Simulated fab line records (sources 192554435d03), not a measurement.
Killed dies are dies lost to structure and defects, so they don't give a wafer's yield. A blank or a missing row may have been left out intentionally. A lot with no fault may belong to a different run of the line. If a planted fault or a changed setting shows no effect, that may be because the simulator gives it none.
fab line records -- flow n5_finfet
record: lots: 9, wafers: 27, last_day: 18
route steps=1938 shown DUMMY_REMOVAL@381 HKMG_FIN@405 BEOL_M4@1111 PASSIVATION@1936
lots with no fault: from the same line, run without faults
start_h: start of the lot's first displayed wafer, in hours after the record's first day -- wait_h: hours from the lot's prior step to this one -- " repeats the value in the row above -- L1.1+2: one row covering several wafers at once -- - no value, or no start was given -- * or withheld: withheld -- < > ~ a bound
route shown NAME@n: names a module that has steps shown in the file, with the first one's number in the route -- usual: mean and standard deviation over wafers with no fault -- same: alike in all rows -- chamber/n: place in a boat -- sites: per-site readings -- _std_site: how widely they spread, as a standard deviation -- _edge_site: inner sites' mean taken away from outer sites' mean -- radius_mm: for every site, how far away it sits from the centre of the wafer -- mask NAME#n: copy n -- behind: the last tool/chamber to shape the wafer -- hold: reason for holding the lot/hours on hold/outcome of the hold -- device: whichever transistor did not switch (one of n, p or np) -- end of line: at the end of the route, the tests of the same wafers -- step lacking rows: just its recipe -- killed: at the first sort, the dies lost to defects and structure; wafer yield is something else -- map: per-die view of a wafer (x killed, . not killed, _ where there is no die)
set.NAME: the setting as run; set.NAME@STEP: as run at that earlier step -- model.NAME: the simulator's own value behind a step, which no gauge read
one table for each step of the route and one row for each wafer, over a sample of lots
services: a tool's chamber out of use, with start hour (start_h, from the record's first day; less than 0 if before it), hours out, and reason
== steps ==
step: N5_DUMMY_REMOVAL_INSPECT_06
recipe: inspect_instrument: brightfield, mode: aei
usual: raw_defect_count: 11/4.9
lot.wafer,tool,chamber,start_h,wait_h,raw_defect_count
L209.3,defect_inspect-02,-,76.58,0.0,13
L209.4,defect_inspect-02,-,76.58,0.0,13
L209.5,defect_inspect-02,-,76.58,0.0,4
L210.1,defect_inspect-02,-,86.14,0.0,15
L210.2,defect_inspect-02,-,86.14,0.0,5
L210.4,defect_inspect-02,-,86.14,0.0,7
L215.1,defect_inspect-01,-,117.12,0.0,8
L215.3,defect_inspect-01,-,117.12,0.0,12
L215.4,defect_inspect-01,-,117.12,0.0,8
L217.3,defect_inspect-02,-,128.43,0.0,4
L217.4,defect_inspect-02,-,128.43,0.0,8
L217.5,defect_inspect-02,-,128.43,0.0,8
L219.2,defect_inspect-02,-,143.54,0.0,5
L219.5,defect_inspect-02,-,143.54,0.0,15
L219.6,defect_inspect-02,-,143.54,0.0,11
L220.1,defect_inspect-01,-,146.21,0.0,12
L220.2,defect_inspect-01,-,146.21,0.0,21
L220.6,defect_inspect-01,-,146.21,0.0,6
L226.3,defect_inspect-01,-,178.67,0.0,12
L226.4,defect_inspect-01,-,178.67,0.0,14
L226.5,defect_inspect-01,-,178.67,0.0,9
L230.1,defect_inspect-02,-,202.15,0.0,14
L230.2,defect_inspect-02,-,202.15,0.0,7
L230.4,defect_inspect-02,-,202.15,0.0,7
L231.2,defect_inspect-01,-,208.72,0.0,9
L231.4,defect_inspect-01,-,208.72,0.0,8
L231.6,defect_inspect-01,-,208.72,0.0,12
step: N5_HKMG_FIN_STRIP_57
recipe: chemistry: CF4, resist: SiARC, power_w: 300, bias_power_w: 75, pressure_mtorr: 50, cf4_flow_sccm: 150, rf_frequency_hz: 6e+07
usual: bias_power_w: 75.01/0.23, drypump_motor_current_A: 5.6/0.44, oes_product_au: 0.76/0.07, rf_vpp_V: 270.9/1.6, showerhead_plenum_p_Torr: 1.79/0.06, throttle_valve_pct: 13.62/0.16
lot.wafer,tool,chamber,start_h,wait_h,bias_power_w,drypump_motor_current_A,oes_product_au,rf_hours_counter_h,rf_vpp_V,showerhead_plenum_p_Torr,throttle_valve_pct
L209.3,rie_diel-03,0,78.27,0.0,75.06,5.1,0.93,16,272.9,1.92,13.35
L209.4,rie_diel-03,1,78.27,0.0,74.85,6.3,0.76,143,268.5,1.74,13.48
L209.5,rie_diel-03,2,78.27,0.0,74.54,6.2,0.74,-,271.8,1.79,13.57
L210.1,rie_diel-01,0,87.75,0.0,74.82,5.7,0.84,56,270.9,1.76,13.32
L210.2,rie_diel-01,2,87.75,0.0,75.01,5.0,0.69,221,269.8,1.70,13.95
L210.4,rie_diel-01,1,87.75,0.0,75.14,5.1,0.73,188,269.7,1.71,13.73
L215.1,rie_diel-04,3,118.79,0.0,74.83,5.4,0.69,234,273.6,1.83,13.72
L215.3,rie_diel-04,0,118.79,0.0,74.97,5.5,0.69,231,272.4,1.85,13.71
L215.4,rie_diel-04,2,118.79,0.0,75.37,5.7,0.83,84,269.6,1.74,13.45
L217.3,rie_diel-04,0,130.10,0.0,74.83,5.5,0.69,234,271.6,1.85,13.74
L217.4,rie_diel-04,1,130.10,0.0,75.41,6.2,0.73,165,269.6,1.79,13.64
L217.5,rie_diel-04,2,130.10,0.0,75.09,5.7,0.82,-,271.5,1.74,13.45
L219.2,rie_diel-03,2,145.08,0.0,74.82,6.2,0.73,168,270.5,1.79,13.63
L219.5,rie_diel-03,1,145.08,0.0,74.90,6.3,0.74,-,269.9,1.74,13.57
L219.6,rie_diel-03,2,145.08,0.0,74.92,6.2,0.73,-,271.6,1.79,13.62
L220.1,rie_diel-01,3,147.97,0.0,75.23,5.9,0.78,113,271.4,1.81,13.69
L220.2,rie_diel-01,0,147.97,0.0,74.94,5.7,0.83,73,267.5,1.75,13.35
L220.6,rie_diel-01,0,147.97,0.0,75.05,5.7,0.83,-,270.7,1.75,13.34
L226.3,rie_diel-01,2,180.41,0.0,75.20,5.0,0.99,1,273.3,1.91,13.43
L226.4,rie_diel-01,3,180.41,0.0,74.81,5.9,0.77,128,272.3,1.80,13.71
L226.5,rie_diel-01,3,180.41,0.0,75.14,5.9,0.77,-,271.3,1.80,13.72
L230.1,rie_diel-01,0,203.89,0.0,75.23,5.7,0.80,96,270.3,1.74,13.39
L230.2,rie_diel-01,1,203.89,0.0,74.92,5.1,0.70,228,267.7,1.70,13.82
L230.4,rie_diel-01,3,203.89,0.0,75.32,5.9,0.76,136,269.3,1.80,13.72
L231.2,rie_diel-03,1,210.54,0.0,75.23,6.4,0.72,192,269.8,1.73,13.62
L231.4,rie_diel-03,2,210.54,0.0,74.82,6.2,0.71,192,270.3,1.78,13.68
L231.6,rie_diel-03,2,210.54,0.0,75.06,6.2,0.71,-,269.3,1.78,13.67
step: N5_HKMG_FIN_ETCH_58
recipe: chemistry: N2/H2, target: SOC, target_depth_a: 2158, ion_energy_ev: 50, bias_w: 13, time_s: 741, pressure_mtorr: 30, source_w: 875, n2_flow_sccm: 200, h2_flow_sccm: 200
usual: drypump_motor_current_A: 5.6/0.44, oes_product_au: 0.76/0.073, rf_vpp_V: 99.1/0.9, showerhead_plenum_p_Torr: 2.53/0.084, throttle_valve_pct: 17.82/0.17
lot.wafer,tool,chamber,start_h,wait_h,drypump_motor_current_A,oes_product_au,rf_hours_counter_h,rf_vpp_V,showerhead_plenum_p_Torr,throttle_valve_pct
L209.3,rie_diel-03,0,78.29,0.0,5.1,0.95,16,100.6,2.72,17.56
L209.4,rie_diel-03,1,78.29,0.0,6.3,0.77,143,98.7,2.46,17.68
L209.5,rie_diel-03,2,78.29,0.0,6.2,0.74,-,98.5,2.54,17.70
L210.1,rie_diel-01,0,87.77,0.0,5.7,0.84,56,97.7,2.48,17.48
L210.2,rie_diel-01,2,87.77,0.0,5.0,0.68,221,98.6,2.40,18.02
L210.4,rie_diel-01,1,87.77,0.0,5.1,0.73,188,99.6,2.44,18.06
L215.1,rie_diel-04,3,118.81,0.0,5.4,0.69,234,100.6,2.60,17.79
L215.3,rie_diel-04,0,118.81,0.0,5.5,0.70,231,99.0,2.62,17.77
L215.4,rie_diel-04,2,118.81,0.0,5.7,0.84,84,98.1,2.47,17.78
L217.3,rie_diel-04,0,130.12,0.0,5.5,0.70,234,97.8,2.62,17.78
L217.4,rie_diel-04,1,130.12,0.0,6.2,0.73,165,98.0,2.56,18.00
L217.5,rie_diel-04,2,130.12,0.0,5.7,0.83,-,99.0,2.47,17.78
L219.2,rie_diel-03,2,145.10,0.0,6.2,0.72,168,98.9,2.53,17.75
L219.5,rie_diel-03,1,145.10,0.0,6.4,0.76,-,98.8,2.45,17.74
L219.6,rie_diel-03,2,145.10,0.0,6.2,0.72,-,97.9,2.53,17.77
L220.1,rie_diel-01,3,147.99,0.0,5.9,0.78,113,98.4,2.55,17.94
L220.2,rie_diel-01,0,147.99,0.0,5.7,0.84,73,97.4,2.47,17.54
L220.6,rie_diel-01,0,147.99,0.0,5.7,0.83,-,98.8,2.47,17.53
L226.3,rie_diel-01,2,180.43,0.0,5.0,1.00,1,100.3,2.70,17.63
L226.4,rie_diel-01,3,180.43,0.0,5.9,0.76,128,99.0,2.55,17.98
L226.5,rie_diel-01,3,180.43,0.0,5.9,0.76,-,98.2,2.55,18.00
L230.1,rie_diel-01,0,203.91,0.0,5.7,0.81,96,98.2,2.46,17.57
L230.2,rie_diel-01,1,203.91,0.0,5.1,0.71,228,98.9,2.43,18.11
L230.4,rie_diel-01,3,203.91,0.0,5.9,0.76,136,99.2,2.54,18.00
L231.2,rie_diel-03,1,210.56,0.0,6.3,0.72,193,98.5,2.44,17.79
L231.4,rie_diel-03,2,210.56,0.0,6.2,0.70,192,100.7,2.52,17.77
L231.6,rie_diel-03,2,210.56,0.0,6.2,0.70,-,99.6,2.52,17.79
step: N5_HKMG_FIN_PWFM_ALD_03
recipe: material: TiN, target_thk_a: 20, temp_c: 400, ald_precursor_family: TiCl4, ald_co_reactant: NH3, pulse_time_s: 1, purge_time_s: 3, co_reactant_purge_time_s: 2, co_reactant_pulse_time_s: 2, ald_cycles: 91, pressure_torr: 3
usual: heater_power_w: 912/77, precursor_pulse_height_rel: 1.002/0.021, susceptor_temp_C: 399.99/0.21
lot.wafer,tool,chamber,start_h,wait_h,heater_power_w,precursor_pulse_height_rel,since_wet_clean_h,susceptor_temp_C
L209.3,ald_metal-01,0,80.43,0.0,910,0.985,1282,400.29
L209.4,ald_metal-01,2,80.43,0.0,801,1.008,1282,399.91
L209.5,ald_metal-01,2,80.43,0.0,835,0.955,-,400.11
L210.1,ald_metal-01,3,89.93,0.0,847,1.009,1291,400.14
L210.2,ald_metal-01,0,89.93,0.0,892,0.981,1291,399.86
L210.4,ald_metal-01,0,89.93,0.0,910,1.004,-,399.85
L215.1,ald_metal-03,2,121.03,0.0,809,1.029,4399,400.41
L215.3,ald_metal-03,0,121.03,0.0,835,1.018,4399,399.69
L215.4,ald_metal-03,1,121.03,0.0,943,1.000,4399,400.43
L217.3,ald_metal-01,2,132.38,0.1,781,0.990,1334,399.90
L217.4,ald_metal-01,0,132.38,0.1,884,0.988,1334,400.10
L217.5,ald_metal-01,2,132.38,0.1,813,0.965,-,400.01
L219.2,ald_metal-04,2,147.35,0.0,904,0.995,2887,400.27
L219.5,ald_metal-04,0,147.35,0.0,912,0.968,-,400.02
L219.6,ald_metal-04,3,147.35,0.0,1079,0.992,-,400.06
L220.1,ald_metal-01,0,150.30,0.0,887,1.010,1352,399.84
L220.2,ald_metal-01,2,150.30,0.0,815,1.012,1352,399.78
L220.6,ald_metal-01,0,150.30,0.0,879,0.997,-,399.70
L226.3,ald_metal-01,1,182.57,0.0,879,1.016,1384,400.12
L226.4,ald_metal-01,3,182.57,0.0,980,1.017,1384,422.38
L226.5,ald_metal-01,3,182.57,0.0,961,1.019,-,422.46
L230.1,ald_metal-01,2,206.15,0.0,804,1.004,1408,399.69
L230.2,ald_metal-01,1,206.15,0.0,886,0.994,1408,400.17
L230.4,ald_metal-01,3,206.15,0.0,1014,1.016,-,421.91
L231.2,ald_metal-03,3,212.79,0.0,962,1.020,4491,399.76
L231.4,ald_metal-03,2,212.79,0.0,859,1.002,4491,400.18
L231.6,ald_metal-03,0,212.79,0.0,832,1.033,-,400.49
step: N5_BEOL_M4_RC_MEAS_101
usual: DIBL_N: 36.4/1.6, DIBL_P: 35.9/2, IOFF_N: 0.152/0.03, IOFF_P: 0.20/0.032, ION_N: 670/12, ION_P: 459/7.3, SS_N: 71.6/0.55, SS_P: 73.2/0.69, VT_N: 251/3.5, VT_P: -252/3.2
lot.wafer,tool,chamber,start_h,wait_h,DIBL_N[mV/V],DIBL_P[mV/V],IOFF_N[nA/um],IOFF_P[nA/um],ION_N[uA/um],ION_P[uA/um],SS_N[mV/dec],SS_P[mV/dec],VT_N[mV],VT_P[mV]
L209.3,prober-01,0,171.84,0.3,36.7,33.8,0.139,0.18,656,449,71.5,72.7,254,-253
L209.4,prober-01,0,171.84,0.3,36.5,35.5,0.153,0.22,675,461,70.7,72.4,249,-250
L209.5,prober-01,0,171.84,0.3,37.9,37.1,0.177,0.24,671,466,71.4,73.3,248,-248
L210.1,prober-02,0,173.30,0.0,38.9,38.1,0.199,0.26,689,468,71.2,73.4,245,-249
L210.2,prober-02,0,173.30,0.0,41.3,39.3,0.236,0.28,693,476,71.6,74.2,246,-244
L210.4,prober-02,0,173.30,0.0,37.0,35.2,0.152,0.21,676,465,70.1,72.7,252,-249
L215.1,prober-01,0,224.37,0.0,34.1,33.3,0.108,0.13,658,448,70.8,72.8,258,-261
L215.3,prober-01,0,224.37,0.0,38.1,39.7,0.193,0.22,688,467,71.8,74.8,247,-251
L215.4,prober-01,0,224.37,0.0,35.6,35.3,0.132,0.16,674,458,71.5,73.4,253,-253
L217.3,prober-01,0,228.07,0.4,39.0,39.5,0.203,0.21,686,461,72.2,73.6,248,-253
L217.4,prober-01,0,228.07,0.4,39.8,41.5,0.230,0.25,691,470,72.4,74.4,246,-251
L217.5,prober-01,0,228.07,0.4,35.8,36.2,0.138,0.17,666,453,71.7,73.2,253,-256
L219.2,prober-02,0,240.24,0.2,36.0,33.9,0.134,0.17,659,455,70.7,73.4,252,-251
L219.5,prober-02,0,240.24,0.2,38.8,37.8,0.198,0.24,688,470,71.3,74.6,245,-250
L219.6,prober-02,0,240.24,0.2,35.1,34.1,0.120,0.18,667,461,71.5,73.5,254,-252
L220.1,prober-02,0,249.73,0.0,35.1,33.5,0.128,0.17,661,456,71.8,72.7,254,-253
L220.2,prober-02,0,249.73,0.0,37.5,37.4,0.183,0.23,690,469,72.6,74.3,247,-249
L220.6,prober-02,0,249.73,0.0,35.2,33.9,0.135,0.18,678,466,71.8,72.1,252,-250
L226.3,prober-02,0,286.72,0.3,34.8,35.7,0.120,0.18,656,458,71.3,73.2,255,-254
L226.4,prober-02,0,286.72,0.3,37.4,36.9,0.139,0.24,639,453,72.3,73.4,260,-247
L226.5,prober-02,0,286.72,0.3,33.3,33.8,0.092,0.20,638,461,70.8,72.5,262,-248
L231.2,prober-01,0,306.85,0.2,35.6,34.2,0.128,0.16,659,445,71.3,73.0,255,-257
L231.4,prober-01,0,306.85,0.2,35.7,34.9,0.124,0.16,668,458,71.0,73.4,254,-258
L231.6,prober-01,0,306.85,0.2,34.8,32.8,0.117,0.14,654,447,71.2,72.5,256,-261
L230.1,prober-02,0,311.21,0.0,35.3,35.4,0.135,0.19,671,458,71.7,73.6,255,-253
L230.2,prober-02,0,311.21,0.0,36.3,35.6,0.160,0.20,667,452,72.3,73.2,253,-252
L230.4,prober-02,0,311.21,0.0,34.5,35.5,0.127,0.25,664,473,71.1,73.2,254,-245
step: N5_PASSIVATION_PROBE_49
usual: defect_limited_yield: 91.7/1.2, killed_at_M0_to_M3: 33/9.5, killed_at_M4_up: 13/4.9, killed_at_contacts: 13/6.6, killed_at_front_end: 36/11, killed_at_other: 3.0/2.6, killed_dies: 97/14, killed_open: 65/11, killed_short: 31/6.6, sort_bin_5_function: 4.8/0.82, sort_bin_6_memory: 3.1/0.58, sort_n_pass: 1083/14, sort_yield_pct: 91.7/1.2
same: gross_dies: 1180, killed_at_back_side: 0, sort_bin_4_leakage[%]: 0, sort_bin_8_speed[%]: 0
lot.wafer,tool,chamber,start_h,wait_h,defect_limited_yield[%],killed_at_M0_to_M3,killed_at_M4_up,killed_at_contacts,killed_at_front_end,killed_at_other,killed_dies,killed_open,killed_short,sort_bin_5_function[%],sort_bin_6_memory[%],sort_n_pass,sort_yield_pct[%]
L215.1,prober-01,-,329.16,0.0,91.9,30,17,9,38,1,95,68,24,4.1,3.6,1085,91.9
L215.3,prober-01,-,329.26,0.1,91.9,33,11,19,27,5,95,65,29,4.4,3.4,1085,91.9
L215.4,prober-01,-,329.31,0.2,92.1,39,7,10,33,4,93,65,28,4.7,2.8,1087,92.1
L217.3,prober-02,-,337.16,0.1,89.1,40,22,27,36,4,129,88,40,6.0,4.6,1051,89.1
L217.4,prober-02,-,337.21,0.2,92.6,25,23,28,11,0,87,61,26,3.5,3.5,1093,92.6
L217.5,prober-02,-,337.26,0.2,92.5,14,24,24,24,3,89,65,24,4.9,2.4,1091,92.5
L219.2,prober-01,-,351.81,0.1,92.8,33,8,7,33,4,85,48,31,4.0,2.6,1095,92.8
L219.5,prober-01,-,351.96,0.2,89.8,34,15,12,55,4,120,77,40,5.5,4.2,1060,89.8
L219.6,prober-01,-,352.01,0.3,94.1,27,8,8,18,9,70,47,21,3.2,2.5,1110,94.1
L226.3,prober-01,-,392.08,0.1,89.9,40,12,17,44,6,119,77,39,5.7,4.0,1061,89.9
L226.4,prober-01,-,392.13,0.2,92.0,19,25,8,37,5,94,56,35,4.6,2.9,1086,92.0
L226.5,prober-01,-,392.18,0.2,90.3,35,11,10,57,2,115,78,37,6.9,2.8,1065,90.3
L231.2,prober-02,-,414.38,0.1,90.1,39,8,17,51,2,117,84,33,5.5,4.1,1063,90.1
L231.4,prober-02,-,414.48,0.2,91.8,40,7,8,36,6,97,66,30,5.2,2.8,1083,91.8
L231.6,prober-02,-,414.58,0.3,91.2,29,10,19,44,2,104,74,30,4.7,3.9,1076,91.2
killed by level:class
L215.1 FIN_SAQP:geometric_particle:open=12 BEOL_M2:geometric_particle:open=11 BEOL_M4:geometric_particle:open=7 STI_FIN_REVEAL:geometric_particle:open=7 MOL_CONTACT_COAG:geometric_particle:open=7 FIN_SAQP:geometric_particle:short=5 BEOL_M0_SAQP:geometric_particle:open=4 BEOL_M0_SAQP:geometric_particle:short=4
L215.3 MOL_CONTACT_COAG:geometric_particle:open=15 BEOL_M2:geometric_particle:open=7 BEOL_M0_SAQP:geometric_particle:open=6 BEOL_M0_SAQP:geometric_particle:short=6 BEOL_M8:geometric_particle:open=6 FIN_SAQP:geometric_particle:short=5 STI_FIN_REVEAL:geometric_particle:open=5 BEOL_M0:geometric_particle:open=5
L215.4 FIN_SAQP:geometric_particle:open=10 BEOL_M3:geometric_particle:open=10 MOL_CONTACT_COAG:geometric_particle:open=8 BEOL_M2:geometric_particle:open=8 BEOL_M0_SAQP:geometric_particle:short=7 BEOL_M0_SAQP:geometric_particle:open=6 BEOL_M0:geometric_particle:open=5 FIN_SAQP:geometric_particle:short=4
L217.3 MOL_CONTACT_COAG:geometric_particle:open=20 BEOL_M0_SAQP:geometric_particle:open=13 BEOL_M4:geometric_particle:open=9 GATE_CUT:geometric_particle:short=8 MOL_CONTACT_COAG:geometric_particle:short=7 BEOL_M0_SAQP:geometric_particle:short=7 BEOL_M2:geometric_particle:open=7 STARTING-WAFER:geometric_particle:short=7
L217.4 MOL_CONTACT_COAG:geometric_particle:open=18 MOL_CONTACT_COAG:geometric_particle:short=10 BEOL_M4:geometric_particle:open=9 BEOL_M3:geometric_particle:open=7 BEOL_M0_SAQP:geometric_particle:open=6 BEOL_M5:geometric_particle:open=5 FIN_SAQP:geometric_particle:short=4 BEOL_M0_SAQP:geometric_particle:short=4
L217.5 MOL_CONTACT_COAG:geometric_particle:open=16 BEOL_M4:geometric_particle:open=12 MOL_CONTACT_COAG:geometric_particle:short=8 BEOL_M5:geometric_particle:open=5 DUMMY_GATE:geometric_particle:open=3 GATE_CUT:geometric_particle:short=3 BEOL_M0_SAQP:geometric_particle:open=3 BEOL_M1:geometric_particle:open=3
L219.2 BEOL_M0_SAQP:geometric_particle:open=8 FIN_SAQP:geometric_particle:short=7 MOL_CONTACT_COAG:geometric_particle:open=6 BEOL_M0_SAQP:geometric_particle:short=6 BEOL_M3:geometric_particle:open=5 STI_FIN_REVEAL:geometric_particle:open=4 STARTING-WAFER:geometric_particle:open=4 FIN_SAQP:geometric_particle:open=3
L219.5 FIN_SAQP:geometric_particle:open=15 FIN_SAQP:geometric_particle:short=13 MOL_CONTACT_COAG:geometric_particle:open=9 BEOL_M0_SAQP:geometric_particle:open=8 BEOL_M1:geometric_particle:open=7 STI_FIN_REVEAL:geometric_particle:open=7 DUMMY_GATE:geometric_particle:open=5 BEOL_M0:geometric_particle:short=4
L219.6 MOL_CONTACT_COAG:geometric_particle:open=8 BEOL_M0_SAQP:geometric_particle:short=5 BEOL_M0:geometric_particle:open=5 DUMMY_GATE:geometric_particle:open=4 BEOL_M0_SAQP:geometric_particle:open=4 BEOL_M1:geometric_particle:open=4 BEOL_M3:geometric_particle:open=4 MIM_TOP_ETCH:geometric_particle:open=3
L226.3 BEOL_M2:geometric_particle:open=13 MOL_CONTACT_COAG:geometric_particle:open=12 STI_FIN_REVEAL:geometric_particle:open=11 BEOL_M0_SAQP:geometric_particle:short=9 BEOL_M0_SAQP:geometric_particle:open=6 FIN_SAQP:geometric_particle:open=5 GATE_CUT:geometric_particle:short=5 MOL_CONTACT_COAG:geometric_particle:short=5
L226.4 BEOL_M4:geometric_particle:open=10 STI_FIN_REVEAL:geometric_particle:open=9 FIN_SAQP:geometric_particle:short=6 BEOL_M0_SAQP:geometric_particle:short=6 GATE_CUT:geometric_particle:short=5 MOL_CONTACT_COAG:geometric_particle:open=5 BEOL_M0_SAQP:geometric_particle:open=4 BEOL_M8:geometric_particle:open=4
L226.5 STI_FIN_REVEAL:geometric_particle:open=15 BEOL_M0_SAQP:geometric_particle:short=10 MOL_CONTACT_COAG:geometric_particle:open=8 BEOL_M0_SAQP:geometric_particle:open=8 FIN_SAQP:geometric_particle:open=7 FIN_SAQP:geometric_particle:short=6 GATE_CUT:geometric_particle:open=6 BEOL_M2:geometric_particle:open=6
L231.2 STI_FIN_REVEAL:geometric_particle:open=14 MOL_CONTACT_COAG:geometric_particle:open=13 BEOL_M0_SAQP:geometric_particle:short=12 DUMMY_GATE:geometric_particle:open=7 BEOL_M1:geometric_particle:open=7 BEOL_M0_SAQP:geometric_particle:open=7 BEOL_M2:geometric_particle:open=7 BEOL_M4:geometric_particle:open=6
L231.4 BEOL_M1:geometric_particle:open=14 MOL_CONTACT_COAG:geometric_particle:open=8 BEOL_M0_SAQP:geometric_particle:short=7 BEOL_M0_SAQP:geometric_particle:open=7 FIN_SAQP:geometric_particle:short=5 DUMMY_GATE:geometric_particle:open=5 BEOL_M3:geometric_particle:open=5 FIN_SAQP:geometric_particle:open=4
L231.6 MOL_CONTACT_COAG:geometric_particle:open=14 DUMMY_GATE:geometric_particle:open=11 BEOL_M0_SAQP:geometric_particle:open=8 STI_FIN_REVEAL:geometric_particle:open=7 FIN_SAQP:geometric_particle:open=6 MOL_CONTACT_COAG:geometric_particle:short=5 BEOL_M0_SAQP:geometric_particle:short=5 BEOL_M4:geometric_particle:open=5
== services ==
tool,chamber,start_h,hours,kind
rie_diel-01,2,72.79,5.0,repair
rie_diel-04,0,78.53,5.9,repair
ald_metal-01,2,84.42,7.1,repair
rie_diel-01,0,95.75,14.8,repair
ald_metal-03,-,110.64,0.5,repair
rie_diel-03,3,138.36,7.2,repair
ald_metal-01,3,156.51,-,calibration
rie_diel-01,2,158.25,-,clean
rie_diel-01,2,158.25,-,consumable_replace:focus_ring
rie_diel-01,2,158.25,-,consumable_replace:showerhead
rie_diel-01,2,158.25,18.8,scheduled_down
rie_diel-01,2,158.25,18.8,vent_cycle
ald_metal-04,-,159.33,14.6,pm
ald_metal-01,3,165.54,3.3,repair
rie_diel-04,3,166.36,-,clean
rie_diel-04,3,166.36,-,consumable_replace:esc
rie_diel-04,3,166.36,-,consumable_replace:focus_ring
rie_diel-04,3,166.36,32.4,scheduled_down
rie_diel-04,3,166.36,32.4,vent_cycle
rie_diel-01,2,182.58,1.8,repair
ald_metal-01,0,186.90,23.9,repair
rie_diel-04,0,199.48,-,clean
rie_diel-04,0,199.48,-,consumable_replace:focus_ring
ald_metal-01,-,199.59,4.3,pm
== key ==
first_sign: step: N5_HKMG_FIN_PWFM_ALD_03, reading: susceptor_temp_C, direction: up, sigmas: 99+, usual: *, struck: *
effect none on later readings
met_at N5_HKMG_FIN_PWFM_ALD_03
struck_lots L226,L230
struck_wafers L226.4,L226.5,L230.4
not_acting_at N5_DUMMY_REMOVAL_INSPECT_06,N5_HKMG_FIN_STRIP_57,N5_HKMG_FIN_ETCH_58
onset_between 89.93 182.57
fault: kind: process_parameter_drift, tool: ald_metal-01, chamber: 3, onset_h: 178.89, steps: N5_HKMG_FIN_PWFM_ALD_03, channel: temp_c, offset: *, shape: step, end_h: 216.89, acts_in: *, stated: *
